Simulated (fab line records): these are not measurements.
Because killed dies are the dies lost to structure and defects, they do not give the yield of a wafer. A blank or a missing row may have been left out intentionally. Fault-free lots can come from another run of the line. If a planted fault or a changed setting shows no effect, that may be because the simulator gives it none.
Split-lot experiment / flow n5Finfet / 39 wafers read across 7 lots, on a route 1938 steps long

THE SPLIT ITSELF
At N5_WELL_APT_EXPOSE_22 (exposes mask PWELL, defocus 0 nm, target cd 200 nm), the setting doseMj was moved away from the recipe's 23.2 on 15 of the 39 wafers read, by -7.6% to +6.2%. All remaining wafers had this setting at the recipe value.

FROM THE SPLIT TO THE READING: what the file shows between them, 3 steps
- N5_WELL_APT_PEB_23: peb time 90 s
- N5_WELL_APT_DEVELOP_24: develop time 45 s
- N5_WELL_APT_HARDBAKE_29: time 120 s

THE READING
cdNm (nm) at N5_WELL_APT_CD_MEAS_25, where the cd target is 200 nm. Fault-free wafers of this fab line usually give 200.8 nm, standard deviation 2 nm.

wafer=L074.1; tool, chamber at the split=krfScanner-02, 0; doseMj as run=23.2; against the recipe=recipe; cdNm, nm=199.2; against lot-mates on the recipe=-
wafer=L074.2; tool, chamber at the split=krfScanner-02, 0; doseMj as run=21.75; against the recipe=-6.2%; cdNm, nm=189.2; against lot-mates on the recipe=-10.8
wafer=L074.3; tool, chamber at the split=krfScanner-02, 0; doseMj as run=21.75; against the recipe=-6.2%; cdNm, nm=189.6; against lot-mates on the recipe=-10.4
wafer=L074.4; tool, chamber at the split=krfScanner-02, 0; doseMj as run=23.2; against the recipe=recipe; cdNm, nm=202.7; against lot-mates on the recipe=-
wafer=L074.5; tool, chamber at the split=krfScanner-02, 0; doseMj as run=21.75; against the recipe=-6.2%; cdNm, nm=189.5; against lot-mates on the recipe=-10.5
wafer=L074.6; tool, chamber at the split=krfScanner-02, 0; doseMj as run=23.2; against the recipe=recipe; cdNm, nm=198.1; against lot-mates on the recipe=-
wafer=L075.1; tool, chamber at the split=krfScanner-01, 0; doseMj as run=23.2; against the recipe=recipe; cdNm, nm=199.7; against lot-mates on the recipe=-
wafer=L075.2; tool, chamber at the split=krfScanner-01, 0; doseMj as run=23.2; against the recipe=recipe; cdNm, nm=200.2; against lot-mates on the recipe=-
wafer=L075.3; tool, chamber at the split=krfScanner-01, 0; doseMj as run=22.36; against the recipe=-3.6%; cdNm, nm=191.4; against lot-mates on the recipe=-8.2
wafer=L075.4; tool, chamber at the split=krfScanner-01, 0; doseMj as run=22.36; against the recipe=-3.6%; cdNm, nm=193.0; against lot-mates on the recipe=-6.6
wafer=L075.5; tool, chamber at the split=krfScanner-01, 0; doseMj as run=22.36; against the recipe=-3.6%; cdNm, nm=192.5; against lot-mates on the recipe=-7.1
wafer=L075.6; tool, chamber at the split=krfScanner-01, 0; doseMj as run=23.2; against the recipe=recipe; cdNm, nm=199.0; against lot-mates on the recipe=-
wafer=L077.1; tool, chamber at the split=krfScanner-02, 0; doseMj as run=21.44; against the recipe=-7.6%; cdNm, nm=185.6; against lot-mates on the recipe=-16.2
wafer=L077.2; tool, chamber at the split=krfScanner-02, 0; doseMj as run=23.2; against the recipe=recipe; cdNm, nm=201.2; against lot-mates on the recipe=-
wafer=L077.3; tool, chamber at the split=krfScanner-02, 0; doseMj as run=23.2; against the recipe=recipe; cdNm, nm=201.7; against lot-mates on the recipe=-
wafer=L077.4; tool, chamber at the split=krfScanner-02, 0; doseMj as run=21.44; against the recipe=-7.6%; cdNm, nm=186.8; against lot-mates on the recipe=-15.0
wafer=L077.5; tool, chamber at the split=krfScanner-02, 0; doseMj as run=21.44; against the recipe=-7.6%; cdNm, nm=181.6; against lot-mates on the recipe=-20.2
wafer=L077.6; tool, chamber at the split=krfScanner-02, 0; doseMj as run=23.2; against the recipe=recipe; cdNm, nm=202.5; against lot-mates on the recipe=-
wafer=L083.1; tool, chamber at the split=krfScanner-02, 0; doseMj as run=24.63; against the recipe=+6.2%; cdNm, nm=209.9; against lot-mates on the recipe=+8.5
wafer=L083.2; tool, chamber at the split=krfScanner-02, 0; doseMj as run=23.2; against the recipe=recipe; cdNm, nm=201.3; against lot-mates on the recipe=-
wafer=L083.3; tool, chamber at the split=krfScanner-02, 0; doseMj as run=23.2; against the recipe=recipe; cdNm, nm=199.2; against lot-mates on the recipe=-
wafer=L083.4; tool, chamber at the split=krfScanner-02, 0; doseMj as run=24.63; against the recipe=+6.2%; cdNm, nm=210.8; against lot-mates on the recipe=+9.4
wafer=L083.5; tool, chamber at the split=krfScanner-02, 0; doseMj as run=24.63; against the recipe=+6.2%; cdNm, nm=210.5; against lot-mates on the recipe=+9.1
wafer=L083.6; tool, chamber at the split=krfScanner-02, 0; doseMj as run=23.2; against the recipe=recipe; cdNm, nm=203.7; against lot-mates on the recipe=-
wafer=L086.1; tool, chamber at the split=krfScanner-01, 0; doseMj as run=23.2; against the recipe=recipe; cdNm, nm=195.5; against lot-mates on the recipe=-
wafer=L086.2; tool, chamber at the split=krfScanner-01, 0; doseMj as run=23.2; against the recipe=recipe; cdNm, nm=198.0; against lot-mates on the recipe=-
wafer=L086.3; tool, chamber at the split=krfScanner-01, 0; doseMj as run=23.2; against the recipe=recipe; cdNm, nm=197.3; against lot-mates on the recipe=-
wafer=L086.4; tool, chamber at the split=krfScanner-01, 0; doseMj as run=23.2; against the recipe=recipe; cdNm, nm=201.0; against lot-mates on the recipe=-
wafer=L086.5; tool, chamber at the split=krfScanner-01, 0; doseMj as run=23.2; against the recipe=recipe; cdNm, nm=198.0; against lot-mates on the recipe=-
wafer=L086.6; tool, chamber at the split=krfScanner-01, 0; doseMj as run=23.2; against the recipe=recipe; cdNm, nm=199.7; against lot-mates on the recipe=-
wafer=L089.2; tool, chamber at the split=krfScanner-01, 0; doseMj as run=23.2; against the recipe=recipe; cdNm, nm=200.4; against lot-mates on the recipe=-
wafer=L089.4; tool, chamber at the split=krfScanner-01, 0; doseMj as run=23.2; against the recipe=recipe; cdNm, nm=198.0; against lot-mates on the recipe=-
wafer=L089.5; tool, chamber at the split=krfScanner-01, 0; doseMj as run=23.2; against the recipe=recipe; cdNm, nm=200.5; against lot-mates on the recipe=-
wafer=L094.1; tool, chamber at the split=krfScanner-02, 0; doseMj as run=23.2; against the recipe=recipe; cdNm, nm=199.6; against lot-mates on the recipe=-
wafer=L094.2; tool, chamber at the split=krfScanner-02, 0; doseMj as run=23.2; against the recipe=recipe; cdNm, nm=200.4; against lot-mates on the recipe=-
wafer=L094.3; tool, chamber at the split=krfScanner-02, 0; doseMj as run=22.51; against the recipe=-3.0%; cdNm, nm=197.7; against lot-mates on the recipe=-2.5
wafer=L094.4; tool, chamber at the split=krfScanner-02, 0; doseMj as run=22.51; against the recipe=-3.0%; cdNm, nm=193.4; against lot-mates on the recipe=-6.8
wafer=L094.5; tool, chamber at the split=krfScanner-02, 0; doseMj as run=22.51; against the recipe=-3.0%; cdNm, nm=195.8; against lot-mates on the recipe=-4.4
wafer=L094.6; tool, chamber at the split=krfScanner-02, 0; doseMj as run=23.2; against the recipe=recipe; cdNm, nm=200.5; against lot-mates on the recipe=-

FIT RESULTS
A straight line over all 39 wafers: cdNm changes by +1.82 nm for each +1% of doseMj; r = +0.96; the points scatter about the line by 1.8 nm.
The same after taking each lot's own level away (the mean of its wafers on the recipe; 39 wafers): +1.83 nm for each +1%; r = +0.96; scatter 1.8 nm.
On that fit, the largest move of doseMj shifts the reading by 14 nm.
The span of the lots' own levels, 198.25 to 201.80 nm, comes to 1.8 times the standard deviation stated above.
Hence the lot-to-lot level has little effect on the slope; both slopes agree.
Check: with one of the wafers moved furthest among these (-7.6%) left out of the fit, the line predicts -13.9 nm for it against its lot-mates. It came out at -16.2 nm against them.

OTHER SPLITS APPLIED TO THESE WAFERS
Note: prior to the reading, these wafers also went through further splits. Each is held against what the fit with the lots' levels taken away leaves over:
other split on the same wafers=N5_WELL_APT_IMPLANT_15 energyKev; wafers away from the commonest value=15; r with cdNm (lot level and that fit taken away)=-0.14

THE WHOLE CHAIN: every reading that the file lists as answering this split, in the file's order
step=N5_WELL_APT_CD_MEAS_25; what it does=target cd 200 nm; reading=cdNm; change (the file's fit)=+1.86 nm for each +1% of the setting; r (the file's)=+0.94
step=N5_WELL_APT_DESCUM_30; what it does=chemistry O2, time 7.9 s; reading=WELL_APT.cdNm (the simulator's own value, which no gauge read); change (the file's fit)=+1.88 nm for each +1% of the setting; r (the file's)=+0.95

FILE'S OWN FIT
cdNm changes by +1.86 nm for each +1% of doseMj, r = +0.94.
